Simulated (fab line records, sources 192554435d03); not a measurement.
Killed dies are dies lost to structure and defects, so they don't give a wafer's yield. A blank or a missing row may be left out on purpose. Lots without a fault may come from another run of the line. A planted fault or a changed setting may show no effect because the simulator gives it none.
Split-lot experiment | flow n5_finfet | 7 lots, 39 wafers read, on a route of 1938 steps

THE SPLIT
At N5_DUMMY_GATE_EXPOSE_12 (exposes mask GATE, target cd 25 nm), the setting dose_mj was moved away from the recipe's 34 on 15 of the 39 wafers read, by -7.3% to +7.0%. The other wafers ran this setting at the recipe's value.

FROM THE SPLIT TO THE READING: what the file shows between them, 13 steps
- N5_DUMMY_GATE_PEB_13: peb time 60 s
- N5_DUMMY_GATE_DEVELOP_14: develop time 30 s
- N5_DUMMY_GATE_CD_MEAS_15: target cd 25.8 nm
- N5_DUMMY_GATE_STRIP_38: strips in N2/H2
- N5_DUMMY_GATE_STRIP_39: strips in N2/H2
- N5_DUMMY_GATE_TRIM_49: chemistry O2, time 29 s, target cd 14 nm
- N5_DUMMY_GATE_STRIP_40: strips in CF4
- N5_DUMMY_GATE_CD_MEAS_50: target cd 14 nm
- N5_DUMMY_GATE_ETCH_31: etches SiO2 in C4F6/O2, target depth 82.5 nm, time 27.5 s
- N5_DUMMY_GATE_STRIP_41: strips in O2
- N5_DUMMY_GATE_ETCH_32: etches SiO2 in CF4, target depth 3.5 nm, time 3.9 s
- N5_DUMMY_GATE_ETCH_23: etches poly-Si in HBr/Cl2/O2, target depth 41 nm, time 22.3 s
- N5_DUMMY_GATE_ETCH_44: etches poly-Si in HBr/O2, stops on SiO2, target depth 127.5 nm

THE READING
cd_nm, in nm, at N5_DUMMY_GATE_CD_MEAS_24 (target cd 15 nm). Fault-free wafers of this fab line usually give 15.07 nm, standard deviation 0.28 nm.

wafer  | tool, chamber at the split | dose_mj as run | against the recipe | cd_nm, nm | against lot-mates on the recipe
L074.1 | euv_scanner-01, 0          | 34             | recipe             | 15.45     | -
L074.2 | euv_scanner-01, 0          | 36.39          | +7.0%              | 13.88     | -1.36
L074.3 | euv_scanner-01, 0          | 34             | recipe             | 15.01     | -
L074.4 | euv_scanner-01, 0          | 34             | recipe             | 15.26     | -
L074.5 | euv_scanner-01, 0          | 36.39          | +7.0%              | 13.62     | -1.62
L074.6 | euv_scanner-01, 0          | 36.39          | +7.0%              | 14.29     | -0.95
L075.3 | euv_scanner-02, 0          | 34             | recipe             | 15.00     | -
L075.4 | euv_scanner-02, 0          | 34             | recipe             | 15.32     | -
L075.5 | euv_scanner-02, 0          | 34             | recipe             | 15.27     | -
L077.1 | euv_scanner-02, 0          | 32.37          | -4.8%              | 15.99     | +1.05
L077.2 | euv_scanner-02, 0          | 34             | recipe             | 14.95     | -
L077.3 | euv_scanner-02, 0          | 34             | recipe             | 14.87     | -
L077.4 | euv_scanner-02, 0          | 32.37          | -4.8%              | 15.60     | +0.66
L077.5 | euv_scanner-02, 0          | 32.37          | -4.8%              | 15.60     | +0.66
L077.6 | euv_scanner-02, 0          | 34             | recipe             | 14.99     | -
L083.1 | euv_scanner-02, 0          | 35.5           | +4.4%              | 14.35     | -1.18
L083.2 | euv_scanner-02, 0          | 34             | recipe             | 15.34     | -
L083.3 | euv_scanner-02, 0          | 34             | recipe             | 15.25     | -
L083.4 | euv_scanner-02, 0          | 34             | recipe             | 16.00     | -
L083.5 | euv_scanner-02, 0          | 35.5           | +4.4%              | 14.71     | -0.82
L083.6 | euv_scanner-02, 0          | 35.5           | +4.4%              | 14.23     | -1.30
L084.1 | euv_scanner-02, 0          | 34             | recipe             | 15.10     | -
L084.2 | euv_scanner-02, 0          | 34             | recipe             | 14.80     | -
L084.3 | euv_scanner-02, 0          | 34             | recipe             | 15.16     | -
L084.4 | euv_scanner-02, 0          | 34             | recipe             | 14.88     | -
L084.5 | euv_scanner-02, 0          | 34             | recipe             | 14.73     | -
L084.6 | euv_scanner-02, 0          | 34             | recipe             | 15.14     | -
L087.1 | euv_scanner-02, 0          | 31.94          | -6.1%              | 16.45     | +1.24
L087.2 | euv_scanner-02, 0          | 34             | recipe             | 15.05     | -
L087.3 | euv_scanner-02, 0          | 34             | recipe             | 15.42     | -
L087.4 | euv_scanner-02, 0          | 31.94          | -6.1%              | 16.86     | +1.65
L087.5 | euv_scanner-02, 0          | 31.94          | -6.1%              | 16.17     | +0.96
L087.6 | euv_scanner-02, 0          | 34             | recipe             | 15.16     | -
L096.1 | euv_scanner-01, 0          | 31.53          | -7.3%              | 16.51     | +1.47
L096.2 | euv_scanner-01, 0          | 31.53          | -7.3%              | 17.07     | +2.03
L096.3 | euv_scanner-01, 0          | 31.53          | -7.3%              | 16.35     | +1.31
L096.4 | euv_scanner-01, 0          | 34             | recipe             | 14.85     | -
L096.5 | euv_scanner-01, 0          | 34             | recipe             | 15.11     | -
L096.6 | euv_scanner-01, 0          | 34             | recipe             | 15.15     | -

THE FIT
A straight line over all 39 wafers: cd_nm changes by -0.184 nm for each +1% of dose_mj; r = -0.92; the points scatter about the line by 0.29 nm.
The same after taking each lot's own level away (the mean of its wafers on the recipe; 39 wafers): -0.206 nm for each +1%; r = -0.96; scatter 0.24 nm.
On that fit, the largest move of dose_mj shifts the reading by 1.5 nm.
The lots' own levels span 14.937 to 15.530 nm, that is 2.1 times the standard deviation above.
So the lot-to-lot level changes the slope: the two fits differ.
Check: with one of the wafers moved furthest among these (-7.3%) left out of the fit, the line predicts +1.49 nm for it against its lot-mates. It came out at +1.47 nm against them.

OTHER SPLITS ON THESE WAFERS
These wafers also went through other splits before the reading. Each is held against what the fit with the lots' levels taken away leaves over:
other split on the same wafers             | wafers away from the commonest value | r with cd_nm (lot level and that fit taken away)
N5_FIN_SAQP_ALD_61 temp_c                  | 12                                   | -0.16
N5_FIN_SAQP_MANDREL_ETCH_22 target_depth_a | 12                                   | -0.01
N5_DUMMY_GATE_CVD_03 temp_c                | 30                                   | +0.13

THE WHOLE CHAIN: every reading that the file lists as answering this split, in the file's order
step                     | what it does                                                   | reading                                                           | change (the file's fit)               | r (the file's)
N5_DUMMY_GATE_CD_MEAS_15 | target cd 25.8 nm                                              | cd_nm                                                             | -0.174 nm for each +1% of the setting | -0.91
N5_DUMMY_GATE_TRIM_49    | chemistry O2, time 29 s, target cd 14 nm                       | DUMMY_GATE.cd_nm (the simulator's own value, which no gauge read) | -0.191 nm for each +1% of the setting | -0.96
N5_DUMMY_GATE_CD_MEAS_50 | target cd 14 nm                                                | cd_nm                                                             | -0.183 nm for each +1% of the setting | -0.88
N5_DUMMY_GATE_ETCH_44    | etches poly-Si in HBr/O2, stops on SiO2, target depth 127.5 nm | DUMMY_GATE.cd_nm (the simulator's own value, which no gauge read) | -0.198 nm for each +1% of the setting | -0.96
N5_DUMMY_GATE_CD_MEAS_24 | target cd 15 nm                                                | cd_nm                                                             | -0.206 nm for each +1% of the setting | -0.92

THE FILE'S OWN FIT
cd_nm changes by -0.206 nm for each +1% of dose_mj, r = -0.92.
